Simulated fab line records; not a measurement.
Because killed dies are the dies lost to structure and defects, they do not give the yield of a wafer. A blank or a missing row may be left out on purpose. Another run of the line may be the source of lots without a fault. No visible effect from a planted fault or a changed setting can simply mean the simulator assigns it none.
Chamber matching	flow nand_harc	NHARC_P_M2_ETCH_35 on rie_diel-06 has 4 sister chambers
The step etches the open film in N2/H2, target depth 40 nm, overetch 12 nm, time 43.94 s. 14 wafers are shown with their chamber, then 7 later ones without.

WAFERS WITH THEIR CHAMBER
wafer	chamber	showerhead_plenum_p_Torr (Torr)	drypump_motor_current_A (A)	rf_vpp_V (V)
L848.1	3	1.95	5.4	427.7
L848.3	1	2.05	6.2	430.3
L848.6	2	2.10	5.7	431.2
L850.2	3	1.95	5.4	428.9
L850.3	1	2.04	6.2	430.7
L850.5	0	2.01	5.8	429.8
L849.2	0	2.01	5.8	428.9
L849.3	3	1.95	5.4	427.7
L849.5	1	2.04	6.2	430.3
L852.3	3	1.95	5.4	428.8
L852.4	2	2.10	5.6	432.3
L852.5	0	2.01	5.9	429.1
L862.2	3	1.95	5.4	427.1
L862.4	0	2.01	5.8	430.0

SIGNATURES, as means of the wafers listed above
reading	chamber 0	chamber 1	chamber 2	chamber 3	scatter within a chamber
showerhead_plenum_p_Torr	2.0100	2.0433	2.1000	1.9500	0.00258
drypump_motor_current_A	5.825	6.200	5.650	5.400	0.0354
rf_vpp_V	429.450	430.433	431.750	428.040	0.632
Rule: distance of a wafer from a chamber = root of the sum over the readings of ((wafer's reading minus chamber's mean) / reading's scatter) squared. The wafer belongs to the nearest chamber; if the next one is less than 2 further off, it can't be placed. The scatter is the square root of a quotient: the sum, over the shown wafers, of each reading's squared deviation from its chamber's mean, divided by wafers minus chambers.

WAFERS WHOSE CHAMBER IS MISSING
wafer	showerhead_plenum_p_Torr (Torr)	drypump_motor_current_A (A)	rf_vpp_V (V)
L862.6	1.95	5.4	428.8
L866.2	2.04	6.2	431.0
L866.4	2.09	5.6	431.2
L866.5	2.01	5.9	430.1
L865.3	1.95	5.4	428.5
L865.4	2.01	5.8	430.0
L865.5	2.04	6.2	431.0

CHAMBER TAKEN BY EACH
wafer	from the rows above	in truth
L862.6	3	3
L866.2	1	1
L866.4	2	2
L866.5	0	0
L865.3	3	3
L865.4	0	0
L865.5	1	1
Correctly placed: 7 of 7. Left unplaced by these rows: 0. Number placed wrongly: 0.
